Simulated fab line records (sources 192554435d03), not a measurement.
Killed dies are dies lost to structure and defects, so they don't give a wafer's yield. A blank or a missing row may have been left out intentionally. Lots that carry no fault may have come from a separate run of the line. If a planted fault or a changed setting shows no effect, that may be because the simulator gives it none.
Split-lot experiment | flow n5Finfet | 21 wafers read across 7 lots, on a route 1938 steps long

== SPLIT DETAILS ==
At N5_BEOL_M1_COAT_73 (time 60 s, resist thk 5 nm), the setting spinRpm was moved away from the recipe's 1500 rpm on 7 of the 21 wafers read, by -10.8% to +11.1%. This setting was run at the recipe's value on the other wafers.

== FROM THE SPLIT TO THE READING: what the file shows between them, 3 steps ==
- N5_BEOL_M1_COAT_05: resist thk 30 nm
- N5_BEOL_M1_EBR_07
- N5_BEOL_M1_DESCUM_16: chemistry O2, time 7 s

== THE READING ==
etch.depthNm (the simulator's own value, which no gauge read), in nm, at N5_BEOL_M1_ETCH_74 (etches underlayer in N2/H2, target depth 6.5 nm, time 5.2 s). No usual value for it is given in the file. The 14 wafers here that ran the recipe average 5.003 nm, standard deviation 0.012 nm.

wafer  | tool, chamber at the split | spinRpm as run, rpm | against the recipe | etch.depthNm, nm | against lot-mates on the recipe
L080.1 | lithoTrack-01, 0           | 1500                | recipe             | 4.987            | -
L080.2 | lithoTrack-01, 0           | 1552                | +3.5%              | 4.89             | -0.091
L080.4 | lithoTrack-01, 0           | 1500                | recipe             | 4.974            | -
L084.2 | lithoTrack-02, 0           | 1500                | recipe             | 5.006            | -
L084.4 | lithoTrack-02, 0           | 1500                | recipe             | 5.011            | -
L084.5 | lithoTrack-02, 0           | 1338                | -10.8%             | 5.292            | +0.284
L085.2 | lithoTrack-02, 0           | 1500                | recipe             | 5.013            | -
L085.5 | lithoTrack-02, 0           | 1500                | recipe             | 5.007            | -
L085.6 | lithoTrack-02, 0           | 1500                | recipe             | 5.019            | -
L090.2 | lithoTrack-05, 0           | 1659                | +10.6%             | 4.755            | -0.256
L090.4 | lithoTrack-05, 0           | 1500                | recipe             | 5.01             | -
L090.5 | lithoTrack-05, 0           | 1500                | recipe             | 5.012            | -
L093.1 | lithoTrack-05, 0           | 1500                | recipe             | 4.988            | -
L093.3 | lithoTrack-05, 0           | 1648                | +9.9%              | 4.756            | -0.232
L093.6 | lithoTrack-05, 0           | 1648                | +9.9%              | 4.771            | -0.217
L094.1 | lithoTrack-05, 0           | 1650                | +10.0%             | 4.773            | -0.235
L094.4 | lithoTrack-05, 0           | 1500                | recipe             | 5.01             | -
L094.5 | lithoTrack-05, 0           | 1500                | recipe             | 5.005            | -
L095.1 | lithoTrack-05, 0           | 1500                | recipe             | 5.004            | -
L095.2 | lithoTrack-05, 0           | 1667                | +11.1%             | 4.728            | -0.269
L095.4 | lithoTrack-05, 0           | 1500                | recipe             | 4.991            | -

FIT RESULTS
A straight line over all 21 wafers: etch.depthNm changes by -0.0247 nm for each +1% of spinRpm; r = -0.99; the points scatter about the line by 0.014 nm.
The same after taking each lot's own level away (the mean of its wafers on the recipe; 21 wafers): -0.0242 nm for each +1%; r = -1.00; scatter 0.0081 nm.
According to that fit, moving spinRpm by its largest amount changes the reading by 0.27 nm.
Across the lots, their own levels run from 4.9805 to 5.0130 nm, a range of 2.7 times the standard deviation given above.
Consequently the slope shifts little with the lot-to-lot level, the two slopes agreeing.
Check: -0.267 nm against its lot-mates is what the line predicts for one of the wafers moved furthest among these (+11.1%) when that wafer is left out of the fit. It came out at -0.269 nm against them.

== FURTHER SPLITS ON THESE WAFERS ==
Other splits were also applied to these wafers ahead of the reading. Each is held against what the fit with the lots' levels taken away leaves over:
other split on the same wafers       | wafers away from the commonest value | r with etch.depthNm (lot level and that fit taken away)
N5_SDB_COAT_05 spinRpm               | 5                                    | -0.35
N5_HKMG_FIN_HK_ALD_01 aldCycles      | 6                                    | +0.05
N5_MOL_CONTACT_COAG_EXPOSE_05 doseMj | 8                                    | -0.36
N5_BEOL_M0_SAQP_HM_DEP_111 timeS     | 6                                    | -0.02
N5_BEOL_M0_SAQP_COAT_105 spinRpm     | 4                                    | +0.40
N5_BEOL_M1_PECVD_72 timeS            | 6                                    | +0.16

== THE FILE'S OWN FIT ==
etch.depthNm changes by -0.0243 nm for each +1% of spinRpm, r = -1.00.
